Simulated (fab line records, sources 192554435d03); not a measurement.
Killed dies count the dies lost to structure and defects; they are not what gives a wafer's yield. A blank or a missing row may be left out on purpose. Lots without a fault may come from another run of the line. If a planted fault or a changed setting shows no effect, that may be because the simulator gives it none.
Matching of chambers    flow n5Finfet    4 sister chambers for N5_BEOL_M14_DESCUM_15 on rieDiel-05
The step chemistry O2, time 7.9 s. 4 wafers are shown with their chamber, then 7 later ones without.

WAFERS, EACH WITH ITS CHAMBER
wafer   chamber  drypumpMotorCurrentA (A)
L612.3  3        5.7
L613.5  1        5.1
L616.1  2        5.9
L616.2  0        6.4

WAFERS MISSING THEIR CHAMBER
wafer   drypumpMotorCurrentA (A)
L616.4  5.1
L619.2  5.7
L619.3  6.5
L619.5  5.9
L617.2  5.7
L617.3  5.1
L617.6  5.7

THE CHAMBER EACH PASSED THROUGH
wafer   from the rows above  in truth
L616.4  1                    1
L619.2  3                    3
L619.3  0                    0
L619.5  2                    2
L617.2  3                    3
L617.3  1                    1
L617.6  3                    3
Placed correctly: 7 of 7. Number that these rows cannot place: 0. Placed wrongly: 0.
How it was worked out, from the rows above alone: a wafer's distance from a chamber is the root of the sum, over the readings, of the square of ((its reading less the chamber's mean) divided by the reading's scatter). If the next closest chamber is less than 2 further off than the closest, the wafer can't be placed; otherwise it belongs to the closest. A chamber's mean is the mean of its shown wafers. The scatter: with one shown wafer a chamber, the root of the mean of the squares of how far each hidden wafer lies from its nearest shown one.
